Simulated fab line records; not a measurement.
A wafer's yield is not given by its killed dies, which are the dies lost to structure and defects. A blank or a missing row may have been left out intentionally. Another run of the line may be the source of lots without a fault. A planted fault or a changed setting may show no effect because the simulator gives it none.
One fault seen from 2 desks ; flow nand harc ; numbers are kept per desk, each desk with only its own; the story behind them comes last

AT THE TOOL OWNER'S DESK: litho track-06
The tool's own readings at NHARC_P_M2_PEB_07 (peb time 65 s): means of the sampled wafers that have a number, for each lot that ran on this tool. The brackets show how far a lot's mean lies from the usual mean; more than 4 standard deviations puts the lot out of limits, marked OUT.
Columns: A = chill plate temp C at NHARC_P_M2_PEB_07, usual 23.02 C; B = heater power total W at NHARC_P_M2_PEB_07, usual 156.7 W
lot;first seen here;A;B
L623;day 6 14:32;23.07;156.4
L626;day 7 16:13;22.90;156.4
L631;day 9 14:07;23.20;156.7
L638;day 12 15:34;22.97;156.6
L640;day 13 12:59;23.01;174.1 (+45) OUT
L643;day 14 22:29;23.05;173.8 (+44) OUT
Finding of this desk: L640, L643 out of limits; the first was L640 at day 13 12:59, on heater power total W at NHARC_P_M2_PEB_07. In limits: L623, L626, L631, L638.

METROLOGY DESK
Lot by lot, what the gauges showed, no matter which tool ran the lot: averages of those sampled wafers that carry a number. The brackets show how far a lot's mean lies from the usual mean; more than 4 standard deviations puts the lot out of limits, marked OUT.
Columns: A = cd nm at NHARC_P_M1_CD_MEAS_16, usual 130.1 nm; B = cd nm at NHARC_P_M2_CD_MEAS_09, usual 170.2 nm; C = overlay x nm at NHARC_P_M2_OVL_MEAS_10, usual 0.1 nm; D = overlay y nm at NHARC_P_M2_OVL_MEAS_10, usual -0.1 nm
lot;first seen here;A;B;C;D
L623;day 6 10:57;129.5;169.9;0.8;-0.1
L624;day 7 04:38;129.8;170.4;-0.2;-1.5
L626;day 7 12:26;130.3;170.7;1.4;0.0
L627;day 7 18:58;130.2;169.8;-0.3;-0.1
L628;day 8 07:36;130.0;169.9;0.9;0.3
L630;day 9 09:50;129.5;170.6;-0.5;-0.5
L631;day 9 10:32;130.2;169.9;-1.0;0.4
L632;day 10 10:59;130.1;170.2;0.0;0.5
L633;day 10 13:26;130.7;170.3;-0.8;0.2
L638;day 12 11:59;129.2;170.9;-0.0;0.0
L640;day 13 09:30;130.7;163.9 (-12) OUT;-0.1;0.5
L641;day 13 16:59;129.9;170.2;0.2;0.0
L643;day 14 18:55;130.2;163.7 (-12) OUT;-0.8;-0.1
L646;day 15 19:15;129.8;170.3;0.8;-1.0
Finding of this desk: L640, L643 out of limits; the first was L640 at day 13 13:04, on cd nm at NHARC_P_M2_CD_MEAS_09. In limits: L623, L624, L626, L627, L628, L630, L631, L632, L633, L638, L641, L646.

TAKEN TOGETHER
The tool owner's desk had the chance to raise an alarm at day 13 12:59 on L640, L643.
On L640, L643, the metrology desk was in a position to raise an alarm at day 13 13:04.
On litho track-06, each named lot ran NHARC_P_M2_PEB_07.

WHAT THE SIMULATOR PUT IN
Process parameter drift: litho track-06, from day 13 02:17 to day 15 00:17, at NHARC_P_M2_PEB_07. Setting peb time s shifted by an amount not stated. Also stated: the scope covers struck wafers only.
Struck lots among those shown: L640, L643.
Time in hours from fault onset to the first out-of-limits reading at each desk: tool owner's desk 11, metrology desk 11.
